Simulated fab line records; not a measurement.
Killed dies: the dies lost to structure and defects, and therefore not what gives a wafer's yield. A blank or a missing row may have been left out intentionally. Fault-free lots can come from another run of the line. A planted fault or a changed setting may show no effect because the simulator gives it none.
Matching of chambers -- flow n5Finfet -- N5_SDB_ALD_29 on aldSin-02 has 4 sister chambers
The step deposits SiNx, target thk 30 nm, pulse time 1 s, ald cycles 600. 8 wafers are shown with their chamber, then 11 later ones without.

EACH WAFER AND ITS CHAMBER
wafer,chamber,heaterPowerW (W),precursorPulseHeightRel
L085.3,1,845,1.005
L088.2,0,812,1.020
L088.4,2,779,1.018
L088.5,3,840,0.970
L089.2,1,823,1.010
L089.4,2,773,1.009
L089.5,0,814,1.005
L092.1,3,819,0.997

WAFERS WHOSE CHAMBER IS MISSING
wafer,heaterPowerW (W),precursorPulseHeightRel
L092.2,719,0.973
L092.5,871,0.996
L096.1,810,1.007
L096.2,763,0.988
L096.3,838,1.028
L096.4,713,1.016
L096.5,833,0.996
L096.6,770,0.981
L097.4,847,1.009
L097.5,737,0.992
L097.6,843,0.998

THE CHAMBER EACH PASSED THROUGH
wafer,from the rows above,in truth
L092.2,2,2
L092.5,can't be placed: 1 or 3 or 0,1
L096.1,can't be placed: 0 or 1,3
L096.2,2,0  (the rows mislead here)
L096.3,can't be placed: 1 or 0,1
L096.4,2,2
L096.5,can't be placed: 1 or 3 or 0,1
L096.6,can't be placed: 2 or 0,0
L097.4,can't be placed: 1 or 3 or 0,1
L097.5,2,2
L097.6,can't be placed: 1 or 3 or 0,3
Correctly placed: 3 of 11. From these rows, 7 cannot be placed; in 6 the true chamber is one of the candidates. Placed wrongly: 1.
How it was worked out, from the rows above alone: a wafer's distance from a chamber is the root of the sum, over the readings, of the square of ((its reading less the chamber's mean) divided by the reading's scatter). The wafer belongs to the nearest chamber; if the next one is less than 2 further off, it can't be placed. The mean given for a chamber averages the wafers shown for that chamber. The scatter: take each reading less its chamber's mean, square it, sum over the shown wafers, divide by the number of wafers less the number of chambers, and take the root.
